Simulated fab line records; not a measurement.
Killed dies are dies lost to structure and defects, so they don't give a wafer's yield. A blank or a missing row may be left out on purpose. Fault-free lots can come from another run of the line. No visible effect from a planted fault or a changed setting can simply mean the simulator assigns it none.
fab line records	flow nandHarc
record lots=24	wafers=72	lastDay=33
route steps=1302 shown A_CHANNEL_FILL_D2@616 A_STAIRCASE@667
lots untouched by any fault: they come from a run of this same line in which no faults occurred
startH: hours from the record's opening day to when the first of the lot's shown wafers began	waitH: hours elapsed since this lot's preceding step	" the same as in the row above	L1.1+2: a row that stands for several wafers	- no value present, or no start provided	* or withheld: withheld	< > ~ a bound
route shown NAME@n: a module of which the file shows steps, and the number in the route of the first	usual: the fault-free wafers' mean and standard deviation	same: alike in all rows	chamber/n: place in a boat	sites: per-site readings	_std_site: the values' standard deviation	_edge_site: mean of outer sites minus mean of inner sites	radiusMm: for every site, how far away it sits from the centre of the wafer	mask NAME#n: copy n	behind: the last tool/chamber to shape the wafer	hold: cause of the lot's hold/its duration in hours/its outcome	device: whichever transistor did not switch (one of n, p or np)	end of line: the route-end tests of the same wafers	a step without rows: its recipe alone	killed: dies that structure and defects cost at the first sort, which is not the same as the wafer's yield	map: per-die view of a wafer (x killed, . not killed, _ where there is no die)
set.NAME: the run value of the setting; set.NAME@STEP: its run value at that earlier step	model.NAME: the simulator's own value behind a step, which no gauge read
one table for each step of the route and one row for each wafer, over a sample of lots
services: a tool's chamber out of use, with start hour (startH, from the record's first day; less than 0 if before it), hours out, and reason
## steps
# step NHARC_A_CHANNEL_FILL_D2_ALD_16
# recipe targetThkA=15	pulseTimeS=10	aldCycles=15	tempC=300	material=SiO2
# usual heaterPowerW=479/42	precursorPulseHeightRel=1.003/0.022
lot.wafer	tool	chamber	startH	waitH	heaterPowerW	precursorPulseHeightRel
L074.1	aldHk-04	1	310.25	0.0	459	0.977
L074.6	"	1	"	"	456	1.017
L074.5	"	2	"	"	488	1.005
L076.2	aldHk-03	1	323.31	0.0	449	0.982
L076.4	"	3	"	"	546	0.987
L076.1	"	0	"	"	413	1.034
L075.4	aldHk-03	0	323.47	0.2	424	0.991
L075.2	"	1	"	"	447	1.015
L075.5	"	1	"	"	453	0.996
L077.4	aldHk-02	0	342.88	0.1	534	1.012
L077.3	"	1	"	"	465	1.016
L077.5	"	0	"	"	523	0.959
L078.3	aldHk-04	3	350.79	1.8	505	0.997
L078.4	"	1	"	"	472	1.010
L078.1	"	2	"	"	474	1.007
L080.3	aldHk-03	3	369.58	0.1	552	1.012
L080.2	"	1	"	"	464	1.047
L080.5	"	2	"	"	447	1.030
L079.2	aldHk-04	2	369.59	0.1	485	1.022
L079.3	"	3	"	"	519	1.037
L079.1	"	0	"	"	531	1.001
L081.3	aldHk-02	1	386.16	0.1	507	1.000
L081.6	"	0	"	"	506	0.979
L081.5	"	1	"	"	510	0.993
L083.2	aldHk-02	1	405.00	0.2	493	1.009
L083.3	"	2	"	"	459	1.048
L083.6	"	0	"	"	508	1.032
L082.4	aldHk-02	1	409.90	0.1	505	1.017
L082.2	"	2	"	"	460	0.963
L082.5	"	1	"	"	507	1.023
L084.3	aldHk-02	3	420.47	0.1	431	0.959
L084.5	"	2	"	"	454	1.005
L084.6	"	3	"	"	415	1.026
L086.2	aldHk-02	1	427.90	0.1	510	1.025
L086.5	"	0	"	"	505	1.005
L086.6	"	1	"	"	518	0.991
L085.3	aldHk-04	1	427.91	0.1	460	1.013
L085.4	"	3	"	"	526	1.020
L085.5	"	1	"	"	474	0.992
L087.3	aldHk-03	2	435.11	0.0	452	0.978
L087.6	"	2	"	"	444	0.988
L087.5	"	3	"	"	547	0.987
L089.4	aldHk-02	0	460.54	0.0	514	0.994
L089.1	"	3	"	"	424	1.004
L089.5	"	0	"	"	507	0.990
L088.1	aldHk-03	1	460.54	0.0	452	1.036
L088.3	"	3	"	"	547	1.012
L088.6	"	2	"	"	449	1.014
L090.2	aldHk-03	0	469.02	0.0	407	0.949
L090.3	"	3	"	"	563	1.015
L090.6	"	1	"	"	451	1.019
L093.1	aldHk-02	3	486.66	0.4	422	1.029
L093.6	"	3	"	"	423	1.025
L093.5	"	0	"	"	503	0.963
L092.1	aldHk-03	0	491.61	0.0	405	1.036
L092.2	"	2	"	"	442	1.018
L092.5	"	1	"	"	441	0.979
L091.3	aldHk-04	2	491.65	0.1	522	1.006
L091.4	"	3	"	"	507	1.008
L091.5	"	2	"	"	519	1.011
L094.2	aldHk-04	1	504.18	0.0	461	1.003
L094.1	"	3	"	"	515	1.024
L094.5	"	1	"	"	462	0.981
L095.4	aldHk-04	3	527.03	0.1	503	0.985
L095.2	"	0	"	"	535	1.016
L095.5	"	2	"	"	510	1.023
L096.3	aldHk-04	1	527.16	0.2	453	0.994
L096.2	"	2	"	"	509	1.012
L096.4	"	3	"	"	504	1.000
L097.2	aldHk-02	0	537.89	0.1	508	0.970
L097.3	"	1	"	"	486	1.004
L097.6	"	3	"	"	416	0.975
# step NHARC_A_STAIRCASE_DESCUM_11
# recipe timeS=3	o2FlowSccm=200	arFlowSccm=0	biasPowerW=0	chemistry=O2
# usual drypumpMotorCurrentA=5.7/0.34	mfcArSccm=0.012/0.015	oesProductAu=0.998/0.011	rfVppV=57.8/0.9	showerheadPlenumPTorr=1.94/0.076	throttleValvePct=11.311/0.0091
lot.wafer	tool	chamber	startH	waitH	drypumpMotorCurrentA	mfcArSccm	oesProductAu	rfHoursCounterH	rfVppV	showerheadPlenumPTorr	throttleValvePct
L074.1	rieDiel-06	2	349.47	-	6.3	0.008	0.974	11	58.2	1.93	11.325
L074.5	"	2	"	"	6.3	0.008	0.978	-	59.0	1.93	11.299
L074.6	"	3	"	"	5.3	0.005	0.997	-	58.1	1.91	11.310
L075.4	rieDiel-01	2	362.01	-	5.5	0	0.994	42	57.4	1.90	11.309
L075.2	"	1	"	"	6.0	0.009	0.986	48	57.5	1.94	11.314
L075.5	"	3	"	"	6.1	0.002	1.006	-	57.2	2.04	11.304
L076.1	rieDiel-06	1	362.17	-	5.6	0	1.002	18	57.1	1.77	11.309
L076.2	"	2	"	"	6.3	0.008	0.987	16	58.2	1.93	11.313
L076.4	"	3	"	"	5.3	0.005	1.006	11	57.8	1.91	11.320
L077.3	rieDiel-13	3	382.46	-	5.9	0.016	1.012	11	58.5	1.94	11.309
L077.4	"	0	"	"	5.3	0	0.985	11	58.5	1.96	11.312
L077.5	"	2	"	"	5.5	0.041	0.995	-	58.8	1.93	11.296
L078.1	rieDiel-01	3	389.83	-	6.1	0.002	0.992	0	58.1	2.04	11.306
L078.4	"	0	"	"	5.4	0	0.989	0	59.1	2.06	11.309
L078.3	"	1	"	"	6.0	0.009	0.987	0	59.6	1.93	11.313
L079.1	rieDiel-06	2	408.94	-	6.3	0.008	0.982	30	58.7	1.92	11.300
L079.2	"	3	"	"	5.3	0.005	1.011	27	57.5	1.91	11.296
L079.3	"	0	"	"	5.3	0.039	0.995	32	56.7	1.84	11.300
L080.2	rieDiel-01	3	409.22	-	6.1	0.002	0.985	7	58.1	2.04	11.311
L080.3	"	0	"	"	5.4	0	0.993	7	57.2	2.06	11.317
L080.5	"	0	"	"	5.4	0	0.983	-	57.5	2.06	11.308
L081.3	rieDiel-13	1	430.25	-	5.9	0.028	1.006	26	57.5	2.03	11.329
L081.5	"	0	"	"	5.3	0	0.991	-	58.4	1.95	11.323
L081.6	"	1	"	"	5.9	0.028	1.000	-	56.6	2.03	11.312
L083.3	rieDiel-13	0	446.33	-	5.3	0	0.992	34	57.7	1.95	11.314
L083.2	"	2	"	"	5.5	0.041	1.009	34	57.2	1.92	11.321
L083.6	"	3	"	"	5.9	0.016	1.009	-	56.2	1.93	11.307
L082.4	rieDiel-06	2	446.49	-	6.2	0.008	0.994	41	56.6	1.92	11.298
L082.2	"	0	"	"	5.3	0.039	1.006	41	57.2	1.83	11.304
L082.5	"	2	"	"	6.3	0.008	0.984	-	58.1	1.92	11.314
L084.3	rieDiel-01	3	459.56	-	6.1	0.002	0.990	19	56.7	2.03	11.316
L084.6	"	0	"	"	5.4	0	0.992	-	56.1	2.05	11.308
L084.5	"	2	"	"	5.5	0	0.987	-	56.9	1.89	11.318
L086.2	rieDiel-06	0	466.21	-	5.3	0.039	1.002	47	57.1	1.83	11.299
L086.5	"	2	"	"	6.2	0.008	0.978	-	57.9	1.92	11.320
L086.6	"	3	"	"	5.2	0.005	1.003	-	57.2	1.90	11.314
L085.4	rieDiel-13	0	469.75	-	5.3	0	0.989	45	57.5	1.95	11.308
L085.3	"	1	"	"	5.9	0.028	1.004	43	59.4	2.03	11.313
L085.5	"	2	"	"	5.5	0.041	1.000	-	59.0	1.92	11.304
L087.3	rieDiel-13	1	475.64	-	5.9	0.028	0.995	45	58.0	2.03	11.308
L087.6	"	3	"	"	5.9	0.016	1.003	-	58.4	1.93	11.321
L087.5	"	0	"	"	5.3	0	0.982	-	56.9	1.95	11.313
L088.3	rieDiel-13	0	501.59	-	5.2	0	0.998	57	56.7	1.94	11.298
L088.1	"	1	"	"	5.9	0.028	1.007	55	56.8	2.02	11.322
L088.6	"	2	"	"	5.6	0.041	1.012	-	58.1	1.92	11.317
L089.4	rieDiel-06	0	501.89	-	5.3	0.039	1.005	3	57.2	1.83	11.314
L089.1	"	2	"	"	6.3	0.008	0.997	2	58.5	1.92	11.299
L089.5	"	3	"	"	5.3	0.005	0.999	-	57.2	1.90	11.310
L090.3	rieDiel-06	1	513.60	-	5.6	0	0.999	5	59.7	2.07	11.303
L090.2	"	3	"	"	5.3	0.005	1.001	5	57.1	1.90	11.317
L090.6	"	0	"	"	5.3	0.039	1.021	-	56.5	1.83	11.316
L093.1	rieDiel-13	3	529.92	-	5.9	0.016	1.010	1	57.2	1.92	11.316
L093.5	"	1	"	"	5.9	0.028	0.989	-	59.8	2.02	11.314
L093.6	"	2	"	"	5.5	0.041	1.007	-	58.3	1.92	11.315
L091.3	rieDiel-13	0	531.52	-	5.2	0	0.981	2	57.7	1.94	11.319
L091.4	"	1	"	"	5.9	0.028	0.987	1	57.5	2.02	11.323
L091.5	"	3	"	"	5.9	0.016	1.007	-	57.0	1.92	11.305
L092.2	rieDiel-01	3	531.79	-	6.1	0.002	0.999	48	59.4	2.02	11.317
L092.1	"	1	"	"	6.0	0.009	0.995	39	58.5	1.92	11.309
L092.5	"	3	"	"	6.1	0.002	0.999	-	59.0	2.02	11.345
L094.1	rieDiel-01	0	543.09	-	5.4	0	0.997	54	57.4	2.04	11.315
L094.2	"	2	"	"	5.5	0	0.984	56	56.4	1.88	11.308
L094.5	"	0	"	"	5.4	0	0.987	-	57.9	2.04	11.289
L095.4	rieDiel-06	2	565.01	-	6.3	0.008	0.995	24	57.8	1.91	11.297
L095.2	"	3	"	"	5.3	0.005	1.004	25	58.7	1.89	11.312
L095.5	"	1	"	"	5.6	0	1.005	-	58.6	2.07	11.313
L096.3	rieDiel-13	3	565.20	-	6.0	0.016	1.015	15	57.4	1.92	11.318
L096.2	"	1	"	"	5.9	0.028	1.003	12	58.7	2.02	11.306
L096.4	"	2	"	"	5.5	0.041	1.005	13	57.6	1.91	11.315
L097.2	rieDiel-01	2	576.68	-	5.5	0	0.996	5	56.6	1.87	11.321
L097.3	"	0	"	"	5.4	0	0.997	4	59.8	2.04	11.319
L097.6	"	1	"	"	6.0	0.009	1.001	-	58.1	1.92	11.325
# step NHARC_A_STAIRCASE_ETCH_13
# recipe targetDepthA=1000	timeS=40.5	ionEnergyEv=400	c4f8FlowSccm=20	o2FlowSccm=10	arFlowSccm=withheld	rfW=600	biasW=1000	chemistry=C4F8/O2
# usual oesProductAu=0.942/0.013	rfVppV=898/4.7
lot.wafer	tool	chamber	startH	waitH	oesProductAu	rfHoursCounterH	rfVppV
L074.1	rieDiel-06	2	-	-	0.920	11	896
L074.5	"	0	"	"	0.954	-	892
L074.6	"	1	"	"	0.937	-	886
L075.4	rieDiel-01	0	-	-	0.949	49	906
L075.2	"	3	"	"	0.944	44	904
L075.5	"	0	"	"	0.945	-	904
L076.2	rieDiel-06	1	-	-	0.942	18	886
L076.1	"	3	"	"	0.958	12	895
L076.4	"	0	"	"	0.967	16	891
L077.3	rieDiel-13	2	-	-	0.954	11	897
L077.4	"	3	"	"	0.963	11	898
L077.5	"	2	"	"	0.940	-	898
L078.4	rieDiel-01	3	-	-	0.940	0	903
L078.3	"	0	"	"	0.931	0	906
L078.1	"	1	"	"	0.935	0	897
L079.2	rieDiel-06	3	-	-	0.955	27	896
L079.3	"	1	"	"	0.935	31	886
L079.1	"	2	"	"	0.929	30	897
L080.3	rieDiel-01	1	-	-	0.938	7	897
L080.2	"	3	"	"	0.938	7	903
L080.5	"	1	"	"	0.939	-	896
L081.3	rieDiel-13	1	-	-	0.941	26	905
L081.5	"	2	"	"	0.946	-	898
L081.6	"	3	"	"	0.963	-	898
L083.3	rieDiel-13	3	-	-	0.952	36	897
L083.2	"	0	"	"	0.940	34	900
L083.6	"	3	"	"	0.949	-	898
L082.2	rieDiel-06	0	-	-	0.960	41	891
L082.4	"	0	"	"	0.963	-	891
L082.5	"	2	"	"	0.943	-	898
L084.3	rieDiel-01	2	-	-	0.924	22	895
L084.6	"	3	"	"	0.929	-	902
L084.5	"	0	"	"	0.935	-	903
L086.2	rieDiel-06	0	-	-	0.966	47	891
L086.6	"	2	"	"	0.925	-	897
L086.5	"	3	"	"	0.941	-	895
L085.3	rieDiel-13	1	-	-	0.968	43	903
L085.4	"	2	"	"	0.951	44	896
L085.5	"	0	"	"	0.948	-	898
L087.3	rieDiel-13	0	-	-	0.910	46	898
L087.6	"	0	"	"	0.915	-	900
L087.5	"	1	"	"	0.925	-	902
L088.1	rieDiel-13	2	-	-	0.938	55	897
L088.3	"	3	"	"	0.935	58	898
L088.6	"	1	"	"	0.931	-	901
L089.1	rieDiel-06	0	-	-	0.953	3	891
L089.4	"	2	"	"	0.958	2	896
L089.5	"	0	"	"	0.956	-	893
L090.2	rieDiel-06	2	-	-	0.952	5	897
L090.3	"	0	"	"	0.966	6	891
L090.6	"	1	"	"	0.946	-	906
L093.1	rieDiel-13	0	-	-	0.951	1	898
L093.6	"	0	"	"	0.947	-	899
L093.5	"	1	"	"	0.940	-	902
L091.3	rieDiel-13	1	-	-	0.931	2	902
L091.4	"	0	"	"	0.930	2	897
L091.5	"	1	"	"	0.932	-	903
L092.1	rieDiel-01	2	-	-	0.922	51	894
L092.2	"	1	"	"	0.914	39	896
L092.5	"	2	"	"	0.937	-	894
L094.1	rieDiel-01	0	-	-	0.943	54	904
L094.2	"	2	"	"	0.958	56	894
L094.5	"	3	"	"	0.947	-	904
L095.2	rieDiel-06	0	-	-	0.945	28	890
L095.4	"	1	"	"	0.928	27	905
L095.5	"	0	"	"	0.954	-	891
L096.4	rieDiel-13	3	-	-	0.955	15	896
L096.3	"	0	"	"	0.928	14	897
L096.2	"	1	"	"	0.941	12	902
L097.3	rieDiel-01	0	-	-	0.927	4	902
L097.2	"	3	"	"	0.926	4	903
L097.6	"	0	"	"	0.939	-	903
# step NHARC_A_STAIRCASE_TRIM_14
# recipe timeS=211.2	o2FlowSccm=500	arFlowSccm=0	biasW=0	chemistry=O2
# usual drypumpMotorCurrentA=5.7/0.35	mfcArSccm=0.013/0.015	oesProductAu=1.000/0.0099	rfVppV=57.9/0.91	showerheadPlenumPTorr=3.57/0.13	throttleValvePct=17.037/0.0091
lot.wafer	tool	chamber	startH	waitH	drypumpMotorCurrentA	mfcArSccm	oesProductAu	rfHoursCounterH	rfVppV	showerheadPlenumPTorr	throttleValvePct
L074.1	rieDiel-06	3	-	-	5.3	0.005	1.000	7	57.3	3.53	17.030
L074.6	"	2	"	"	6.3	0.008	0.978	-	58.2	3.56	17.033
L074.5	"	3	"	"	5.3	0.005	1.004	-	58.4	3.53	17.033
L075.4	rieDiel-01	3	-	-	6.1	0.002	0.998	44	58.2	3.75	17.027
L075.2	"	1	"	"	6.0	0.009	0.977	48	59.3	3.57	17.046
L075.5	"	3	"	"	6.1	0.002	1.002	-	58.0	3.75	17.017
L076.4	rieDiel-06	2	-	-	6.2	0.008	0.980	16	57.7	3.55	17.044
L076.1	"	3	"	"	5.3	0.005	1.002	12	57.2	3.53	17.036
L076.2	"	0	"	"	5.3	0.039	1.006	16	57.2	3.41	17.038
L077.3	rieDiel-13	2	-	-	5.5	0.041	1.006	11	57.3	3.56	17.038
L077.4	"	1	"	"	5.9	0.028	1.006	11	58.4	3.74	17.037
L077.5	"	3	"	"	5.9	0.016	1.003	-	59.4	3.57	17.027
L078.3	rieDiel-01	3	-	-	6.1	0.002	0.994	0	58.5	3.74	17.029
L078.1	"	0	"	"	5.4	0	0.988	0	60.0	3.78	17.030
L078.4	"	2	"	"	5.5	0	0.989	0	56.7	3.49	17.038
L079.3	rieDiel-06	1	-	-	5.6	0	1.000	31	58.3	3.28	17.031
L079.1	"	2	"	"	6.2	0.008	0.992	30	56.7	3.55	17.038
L079.2	"	3	"	"	5.3	0.005	0.996	27	58.1	3.52	17.039
L080.3	rieDiel-01	2	-	-	5.5	0	0.981	6	58.8	3.49	17.022
L080.2	"	0	"	"	5.4	0	0.991	7	58.3	3.77	17.040
L080.5	"	2	"	"	5.5	0	0.988	-	57.9	3.49	17.028
L081.3	rieDiel-13	0	-	-	5.3	0	0.985	29	58.2	3.59	17.029
L081.6	"	1	"	"	5.9	0.028	0.992	-	58.5	3.73	17.046
L081.5	"	2	"	"	5.6	0.041	1.000	-	58.3	3.55	17.043
L083.2	rieDiel-13	1	-	-	5.9	0.028	1.007	31	58.4	3.73	17.023
L083.3	"	2	"	"	5.5	0.041	1.009	34	58.0	3.55	17.037
L083.6	"	1	"	"	5.9	0.028	0.997	-	57.6	3.73	17.034
L082.2	rieDiel-06	0	-	-	5.2	0.039	1.002	42	57.0	3.39	17.037
L082.5	"	3	"	"	5.3	0.005	0.999	-	58.3	3.51	17.037
L082.4	"	2	"	"	6.3	0.008	0.990	-	57.4	3.54	17.038
L084.3	rieDiel-01	3	-	-	6.1	0.002	0.987	20	57.9	3.73	17.010
L084.5	"	3	"	"	6.1	0.002	0.998	-	57.9	3.73	17.029
L084.6	"	2	"	"	5.5	0	0.987	-	58.0	3.48	17.041
L086.2	rieDiel-06	0	-	-	5.3	0.039	1.006	47	56.8	3.39	17.042
L086.6	"	3	"	"	5.3	0.005	1.005	-	57.6	3.51	17.041
L086.5	"	0	"	"	5.3	0.039	1.001	-	57.3	3.39	17.036
L085.4	rieDiel-13	1	-	-	5.9	0.028	1.005	43	58.4	3.72	17.037
L085.3	"	3	"	"	5.9	0.016	1.015	46	57.9	3.55	17.047
L085.5	"	2	"	"	5.6	0.041	1.003	-	57.8	3.54	17.048
L087.3	rieDiel-13	1	-	-	5.9	0.028	1.008	45	59.5	3.72	17.032
L087.5	"	2	"	"	5.5	0.041	1.004	-	58.7	3.54	17.039
L087.6	"	3	"	"	5.9	0.016	1.009	-	57.1	3.55	17.045
L088.3	rieDiel-13	3	-	-	5.9	0.016	1.027	58	58.2	3.55	17.037
L088.1	"	2	"	"	5.5	0.041	1.008	55	58.8	3.54	17.051
L088.6	"	3	"	"	5.9	0.016	1.021	-	57.6	3.55	17.023
L089.1	rieDiel-06	2	-	-	6.3	0.008	1.004	2	57.0	3.53	17.026
L089.4	"	3	"	"	5.3	0.005	1.001	2	57.3	3.50	17.040
L089.5	"	0	"	"	5.3	0.039	1.013	-	58.3	3.38	17.040
L090.3	rieDiel-06	3	-	-	5.3	0.005	0.998	5	57.4	3.50	17.037
L090.2	"	1	"	"	5.6	0	0.998	6	58.3	3.81	17.043
L090.6	"	3	"	"	5.3	0.005	0.993	-	57.6	3.50	17.056
L093.1	rieDiel-13	0	-	-	5.3	0	0.993	1	58.1	3.58	17.038
L093.5	"	0	"	"	5.3	0	0.986	-	59.1	3.57	17.059
L093.6	"	1	"	"	5.9	0.028	0.999	-	57.6	3.72	17.017
L091.3	rieDiel-13	1	-	-	5.9	0.028	0.996	2	58.9	3.71	17.036
L091.4	"	2	"	"	5.6	0.041	1.014	2	57.5	3.53	17.032
L091.5	"	0	"	"	5.3	0	0.987	-	58.7	3.57	17.039
L092.1	rieDiel-01	2	-	-	5.5	0	1.013	52	57.9	3.47	17.040
L092.2	"	3	"	"	6.1	0.002	0.999	49	58.6	3.72	17.043
L092.5	"	2	"	"	5.5	0	1.014	-	58.4	3.47	17.035
L094.2	rieDiel-01	1	-	-	6.0	0.009	0.991	44	57.3	3.54	17.046
L094.1	"	2	"	"	5.5	0	1.002	56	57.2	3.46	17.060
L094.5	"	3	"	"	6.1	0.002	0.990	-	57.3	3.71	17.025
L095.2	rieDiel-06	1	-	-	5.6	0	0.992	27	60.4	3.79	17.032
L095.4	"	3	"	"	5.3	0.005	0.994	26	57.3	3.49	17.039
L095.5	"	0	"	"	5.3	0.039	1.011	-	59.4	3.37	17.022
L096.3	rieDiel-13	0	-	-	5.3	0	0.994	14	59.3	3.57	17.043
L096.4	"	1	"	"	5.9	0.028	0.997	12	58.4	3.71	17.042
L096.2	"	3	"	"	5.9	0.016	1.015	15	56.0	3.53	17.049
L097.3	rieDiel-01	2	-	-	5.5	0	0.978	5	57.9	3.46	17.043
L097.2	"	1	"	"	6.0	0.009	0.991	5	56.3	3.53	17.035
L097.6	"	3	"	"	6.1	0.002	1.001	-	57.3	3.71	17.034
# step NHARC_A_STAIRCASE_ETCH_25
# recipe targetDepthA=1000	timeS=40.5	ionEnergyEv=400	c4f8FlowSccm=20	o2FlowSccm=10	arFlowSccm=withheld	rfW=600	biasW=1000	chemistry=C4F8/O2
# usual oesProductAu=0.943/0.012	rfVppV=898/4.7
lot.wafer	tool	chamber	startH	waitH	oesProductAu	rfHoursCounterH	rfVppV
L074.1	rieDiel-13	0	-	-	0.943	1	897
L074.5	"	3	"	"	0.969	-	898
L074.6	"	0	"	"	0.947	-	899
L075.2	rieDiel-01	3	-	-	0.944	45	904
L075.4	"	0	"	"	0.942	49	904
L075.5	"	2	"	"	0.924	-	895
L076.1	rieDiel-06	2	-	-	0.927	17	897
L076.4	"	3	"	"	0.958	13	896
L076.2	"	1	"	"	0.951	19	886
L077.4	rieDiel-13	3	-	-	0.946	12	898
L077.3	"	1	"	"	0.945	12	903
L077.5	"	2	"	"	0.949	-	897
L078.1	rieDiel-13	3	-	-	0.948	15	899
L078.3	"	1	"	"	0.959	14	904
L078.4	"	2	"	"	0.968	14	896
L079.2	rieDiel-06	1	-	-	0.953	31	886
L079.3	"	2	"	"	0.942	30	896
L079.1	"	0	"	"	0.942	33	892
L080.2	rieDiel-13	1	-	-	0.947	22	904
L080.3	"	2	"	"	0.963	23	897
L080.5	"	1	"	"	0.959	-	904
L081.3	rieDiel-06	1	-	-	0.937	38	887
L081.5	"	1	"	"	0.938	-	886
L081.6	"	3	"	"	0.940	-	896
L083.2	rieDiel-01	1	-	-	0.941	18	895
L083.3	"	2	"	"	0.943	18	894
L083.6	"	0	"	"	0.932	-	903
L082.2	rieDiel-01	1	-	-	0.928	18	897
L082.4	"	2	"	"	0.927	18	894
L082.5	"	3	"	"	0.932	-	903
L084.3	rieDiel-06	2	-	-	0.933	46	896
L084.6	"	0	"	"	0.953	-	891
L084.5	"	1	"	"	0.949	-	887
L086.2	rieDiel-13	0	-	-	0.934	45	898
L086.5	"	1	"	"	0.939	-	904
L086.6	"	2	"	"	0.931	-	898
L085.3	rieDiel-01	3	-	-	0.925	23	903
L085.5	"	0	"	"	0.930	-	903
L085.4	"	2	"	"	0.923	-	894
L087.3	rieDiel-13	3	-	-	0.950	48	898
L087.6	"	1	"	"	0.933	-	903
L087.5	"	2	"	"	0.944	-	896
L088.3	rieDiel-13	1	-	-	0.945	55	902
L088.1	"	2	"	"	0.959	56	896
L088.6	"	3	"	"	0.947	-	896
L089.4	rieDiel-06	1	-	-	0.947	3	905
L089.1	"	3	"	"	0.940	3	894
L089.5	"	2	"	"	0.945	-	897
L090.2	rieDiel-13	0	-	-	0.947	60	898
L090.3	"	2	"	"	0.970	59	895
L090.6	"	1	"	"	0.946	-	903
L093.1	rieDiel-13	0	-	-	0.922	2	898
L093.6	"	1	"	"	0.934	-	901
L093.5	"	2	"	"	0.943	-	897
L091.3	rieDiel-13	3	-	-	0.965	2	897
L091.4	"	0	"	"	0.951	3	899
L091.5	"	3	"	"	0.959	-	896
L092.2	rieDiel-06	2	-	-	0.917	12	896
L092.1	"	3	"	"	0.929	12	896
L092.5	"	2	"	"	0.921	-	896
L094.2	rieDiel-01	1	-	-	0.934	45	897
L094.1	"	2	"	"	0.944	56	895
L094.5	"	1	"	"	0.926	-	898
L096.3	rieDiel-13	1	-	-	0.952	13	901
L096.4	"	2	"	"	0.949	14	896
L096.2	"	3	"	"	0.968	16	898
L095.2	rieDiel-06	0	-	-	0.938	28	889
L095.4	"	2	"	"	0.915	25	895
L095.5	"	1	"	"	0.930	-	905
L097.3	rieDiel-06	1	-	-	0.960	31	906
L097.2	"	2	"	"	0.938	29	895
L097.6	"	0	"	"	0.964	-	890
# step NHARC_A_STAIRCASE_ETCH_190
# recipe targetDepthA=1000	timeS=40.5	ionEnergyEv=400	c4f8FlowSccm=20	o2FlowSccm=10	arFlowSccm=withheld	rfW=600	biasW=1000	chemistry=C4F8/O2
# usual oesProductAu=0.942/0.013	rfVppV=898/4.3
lot.wafer	tool	chamber	startH	waitH	oesProductAu	rfHoursCounterH	rfVppV
L074.1	rieDiel-01	1	-	-	0.929	47	897
L074.5	"	1	"	"	0.923	-	896
L074.6	"	2	"	"	0.924	-	895
L075.2	rieDiel-13	2	-	-	0.944	5	896
L075.4	"	0	"	"	0.936	5	897
L075.5	"	2	"	"	0.955	-	897
L076.2	rieDiel-13	0	-	-	0.926	5	898
L076.4	"	1	"	"	0.934	6	905
L076.1	"	3	"	"	0.930	5	898
L077.3	rieDiel-13	3	-	-	0.954	12	897
L077.4	"	0	"	"	0.933	13	899
L077.5	"	3	"	"	0.951	-	897
L078.3	rieDiel-01	2	-	-	0.942	1	896
L078.1	"	3	"	"	0.932	2	905
L078.4	"	0	"	"	0.925	1	904
L079.2	rieDiel-06	1	-	-	0.949	32	886
L079.1	"	2	"	"	0.933	31	896
L079.3	"	0	"	"	0.929	33	889
L080.3	rieDiel-13	3	-	-	0.960	25	898
L080.2	"	0	"	"	0.933	24	900
L080.5	"	0	"	"	0.946	-	897
L081.3	rieDiel-01	0	-	-	0.960	11	904
L081.5	"	1	"	"	0.925	-	897
L081.6	"	2	"	"	0.937	-	896
L083.3	rieDiel-01	0	-	-	0.931	17	905
L083.2	"	1	"	"	0.924	19	897
L083.6	"	0	"	"	0.931	-	906
L082.2	rieDiel-06	3	-	-	0.927	39	893
L082.4	"	3	"	"	0.934	-	897
L082.5	"	0	"	"	0.937	-	891
L084.3	rieDiel-13	0	-	-	0.942	43	899
L084.6	"	3	"	"	0.944	-	897
L084.5	"	0	"	"	0.935	-	899
L086.2	rieDiel-06	1	-	-	0.952	47	886
L086.6	"	3	"	"	0.952	-	897
L086.5	"	0	"	"	0.968	-	891
L085.3	rieDiel-01	2	-	-	0.951	28	895
L085.5	"	3	"	"	0.932	-	902
L085.4	"	2	"	"	0.939	-	894
L087.3	rieDiel-01	3	-	-	0.921	28	903
L087.5	"	2	"	"	0.932	-	893
L087.6	"	3	"	"	0.928	-	903
L088.3	rieDiel-06	0	-	-	0.953	4	892
L088.1	"	2	"	"	0.938	3	897
L088.6	"	0	"	"	0.945	-	890
L089.1	rieDiel-13	3	-	-	0.956	59	896
L089.4	"	1	"	"	0.938	56	904
L089.5	"	0	"	"	0.946	-	898
L090.2	rieDiel-06	3	-	-	0.920	6	893
L090.3	"	0	"	"	0.938	7	891
L090.6	"	2	"	"	0.916	-	897
L093.1	rieDiel-13	0	-	-	0.933	3	897
L093.6	"	0	"	"	0.930	-	898
L093.5	"	1	"	"	0.932	-	902
L091.3	rieDiel-06	2	-	-	0.939	13	897
L091.4	"	1	"	"	0.940	15	906
L091.5	"	2	"	"	0.942	-	896
L092.2	rieDiel-13	0	-	-	0.949	4	898
L092.1	"	1	"	"	0.937	4	903
L092.5	"	3	"	"	0.979	-	898
L094.1	rieDiel-13	1	-	-	0.938	8	902
L094.2	"	2	"	"	0.948	9	896
L094.5	"	0	"	"	0.938	-	898
L096.3	rieDiel-01	1	-	-	0.934	0	896
L096.2	"	2	"	"	0.956	0	892
L096.4	"	0	"	"	0.941	0	903
L095.2	rieDiel-13	1	-	-	0.950	13	901
L095.4	"	0	"	"	0.951	15	896
L095.5	"	2	"	"	0.955	-	896
L097.2	rieDiel-01	1	-	-	0.933	6	896
L097.3	"	3	"	"	0.959	4	902
L097.6	"	1	"	"	0.929	-	896
## services
tool	chamber	startH	hours	kind
rieDiel-13	3	290.32	11.8	repair
rieDiel-13	0	296.54	-	clean
rieDiel-13	1	296.54	-	clean
rieDiel-06	0	303.66	2.0	repair
rieDiel-06	-	307.24	9.0	pm
rieDiel-06	0	323.84	9.0	repair
aldHk-03	-	325.75	1.5	repair
rieDiel-13	0	332.37	2.7	repair
rieDiel-13	-	342.00	9.0	pm
aldHk-02	-	348.00	10.0	pm
rieDiel-01	3	354.00	1.6	repair
rieDiel-06	1	370.89	3.9	repair
rieDiel-01	0	373.04	3.4	repair
rieDiel-01	-	380.82	9.0	pm
rieDiel-06	-	389.19	0.8	repair
aldHk-03	-	390.56	10.0	pm
rieDiel-06	2	401.85	4.8	repair
rieDiel-06	0	429.63	4.8	repair
aldHk-02	-	460.87	2.7	repair
rieDiel-06	-	484.70	9.0	pm
rieDiel-13	-	519.00	9.0	pm
rieDiel-01	-	557.82	9.0	pm
aldHk-03	-	563.60	0.7	repair
rieDiel-13	3	571.34	4.3	repair
## key
fault none
